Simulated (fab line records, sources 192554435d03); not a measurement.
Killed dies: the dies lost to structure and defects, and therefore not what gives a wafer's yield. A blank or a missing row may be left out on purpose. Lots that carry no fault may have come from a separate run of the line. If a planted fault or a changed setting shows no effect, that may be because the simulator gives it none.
Matching of chambers || flow n5_finfet || N5_BEOL_M11_STRIP_19 on rie_diel-03: 4 sister chambers
The step strips in O2. 4 wafers are shown with their chamber, then 10 later ones without.

WAFERS WITH THEIR CHAMBER
{"wafer": "L083.6", "chamber": 2, "drypump_motor_current_A (A)": 5.7}
{"wafer": "L084.3", "chamber": 0, "drypump_motor_current_A (A)": 6.2}
{"wafer": "L088.2", "chamber": 3, "drypump_motor_current_A (A)": 5.4}
{"wafer": "L088.3", "chamber": 1, "drypump_motor_current_A (A)": 5.1}

WAFERS MISSING THEIR CHAMBER
{"wafer": "L088.5", "drypump_motor_current_A (A)": 5.1}
{"wafer": "L090.2", "drypump_motor_current_A (A)": 6.2}
{"wafer": "L090.3", "drypump_motor_current_A (A)": 5.8}
{"wafer": "L090.4", "drypump_motor_current_A (A)": 5.4}
{"wafer": "L091.1", "drypump_motor_current_A (A)": 5.7}
{"wafer": "L091.3", "drypump_motor_current_A (A)": 6.3}
{"wafer": "L091.6", "drypump_motor_current_A (A)": 5.8}
{"wafer": "L094.1", "drypump_motor_current_A (A)": 5.1}
{"wafer": "L094.2", "drypump_motor_current_A (A)": 5.4}
{"wafer": "L094.3", "drypump_motor_current_A (A)": 6.2}

CHAMBER TAKEN BY EACH
{"wafer": "L088.5", "from the rows above": 1, "in truth": 1}
{"wafer": "L090.2", "from the rows above": 0, "in truth": 0}
{"wafer": "L090.3", "from the rows above": 2, "in truth": 2}
{"wafer": "L090.4", "from the rows above": 3, "in truth": 3}
{"wafer": "L091.1", "from the rows above": 2, "in truth": 2}
{"wafer": "L091.3", "from the rows above": 0, "in truth": 0}
{"wafer": "L091.6", "from the rows above": 2, "in truth": 2}
{"wafer": "L094.1", "from the rows above": 1, "in truth": 1}
{"wafer": "L094.2", "from the rows above": 3, "in truth": 3}
{"wafer": "L094.3", "from the rows above": 0, "in truth": 0}
Placed correctly: 10 of 10. Left unplaced by these rows: 0. 0 placed wrongly.
How it was worked out, from the rows above alone: a wafer's distance from a chamber is the root of the sum, over the readings, of the square of ((its reading less the chamber's mean) divided by the reading's scatter). The wafer belongs to the nearest chamber; if the next one is less than 2 further off, it can't be placed. The mean given for a chamber averages the wafers shown for that chamber. The scatter: with one shown wafer a chamber, the root of the mean of the squares of how far each hidden wafer lies from its nearest shown one.
